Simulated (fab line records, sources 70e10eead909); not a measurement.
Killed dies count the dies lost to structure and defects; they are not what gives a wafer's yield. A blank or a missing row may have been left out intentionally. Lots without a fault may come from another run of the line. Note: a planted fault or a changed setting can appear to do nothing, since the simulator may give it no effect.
Which tool is to blame? :: flow nandHarc :: 18 wafers from 6 lots sampled at 4 of the route's 1159 steps

WHAT THE GAUGES SHOWED, per wafer
NHARC_A_CONTACT_INSPECT_44.
lot: L771
measured: day 17 09:30
on: defectInspect-02
rawDefectCount: 7 6 7

lot: L773
measured: day 18 02:22
on: defectInspect-02
rawDefectCount: 12 27 25

lot: L783
measured: day 20 15:58
on: defectInspect-01
rawDefectCount: 29 30 36

lot: L782
measured: day 21 09:52
on: defectInspect-02
rawDefectCount: 26 41 29

lot: L789
measured: day 22 06:31
on: defectInspect-02
rawDefectCount: 11 6 14

lot: L790
measured: day 22 04:17
on: defectInspect-02
rawDefectCount: 15 16 14

WHAT TOOL EACH LOT RAN ON (gives the tool, then ch and the chambers of the sampled wafers, and finally the start)
lot: L771
NHARC_A_SLIT_ETCH_26: harEtch-01 ch 0,1, day 15 07:45
NHARC_A_WL_FILL_ETCHBACK_16: rieDiel-06 ch 1,3, day 16 07:39
NHARC_A_CONTACT_DEP_24: pecvd-02 ch 0,2, day 17 05:02

lot: L773
NHARC_A_SLIT_ETCH_26: harEtch-01 ch 0,1, day 15 18:01
NHARC_A_WL_FILL_ETCHBACK_16: rieDiel-07 ch 0,1, day 17 00:36
NHARC_A_CONTACT_DEP_24: pecvd-04 ch 0,1,2, day 17 21:53

lot: L783
NHARC_A_SLIT_ETCH_26: harEtch-01 ch 0,1, day 18 20:16
NHARC_A_WL_FILL_ETCHBACK_16: rieDiel-07 ch 0,1, day 19 21:24
NHARC_A_CONTACT_DEP_24: pecvd-02 ch 1,2, day 20 12:14

lot: L782
NHARC_A_SLIT_ETCH_26: harEtch-01 ch 0, day 19 08:07
NHARC_A_WL_FILL_ETCHBACK_16: rieDiel-06 ch 0,1,3, day 20 14:05
NHARC_A_CONTACT_DEP_24: pecvd-02 ch 0,1,2, day 21 01:46

lot: L789
NHARC_A_SLIT_ETCH_26: harEtch-01 ch 0,1, day 20 05:07
NHARC_A_WL_FILL_ETCHBACK_16: rieDiel-06 ch 0,2,3, day 21 03:39
NHARC_A_CONTACT_DEP_24: pecvd-04 ch 0,1,2, day 22 00:07

lot: L790
NHARC_A_SLIT_ETCH_26: harEtch-01 ch 1, day 20 06:59
NHARC_A_WL_FILL_ETCHBACK_16: rieDiel-06 ch 1,2, day 21 03:24
NHARC_A_CONTACT_DEP_24: pecvd-04 ch 0,1,2, day 21 21:59
- NHARC_A_SLIT_ETCH_26: etches the open film in C4F8/O2/Ar, time 90 s, target depth 400 nm.
- NHARC_A_WL_FILL_ETCHBACK_16: etches the open film in C4F8/O2/Ar, target depth 88 nm, time 17.6 s.
- NHARC_A_CONTACT_DEP_24: deposits SiO2, target thk 500 nm.

THE ANSWER, worked out from the rows above alone
Rule: what is usual is taken from the lots themselves. Put in order of their means at a reading, lots are off if they are a third of the lots or fewer, leave a main group of 4 or more, and stand apart from it by a gap of 3 or more times the standard deviation of the main group's means; of several such gaps the widest counts. The tables above print the reading to a certain number of digits; a main group whose means all agree to those digits is not used. A lot without any number at a reading at which 4 lots or more have one is off too. The other lots that the step has rows for count as sound.
No lot is off on any of the readings shown, so nothing can be concluded from this.

WHAT HAD BEEN PUT IN BY THE SIMULATOR
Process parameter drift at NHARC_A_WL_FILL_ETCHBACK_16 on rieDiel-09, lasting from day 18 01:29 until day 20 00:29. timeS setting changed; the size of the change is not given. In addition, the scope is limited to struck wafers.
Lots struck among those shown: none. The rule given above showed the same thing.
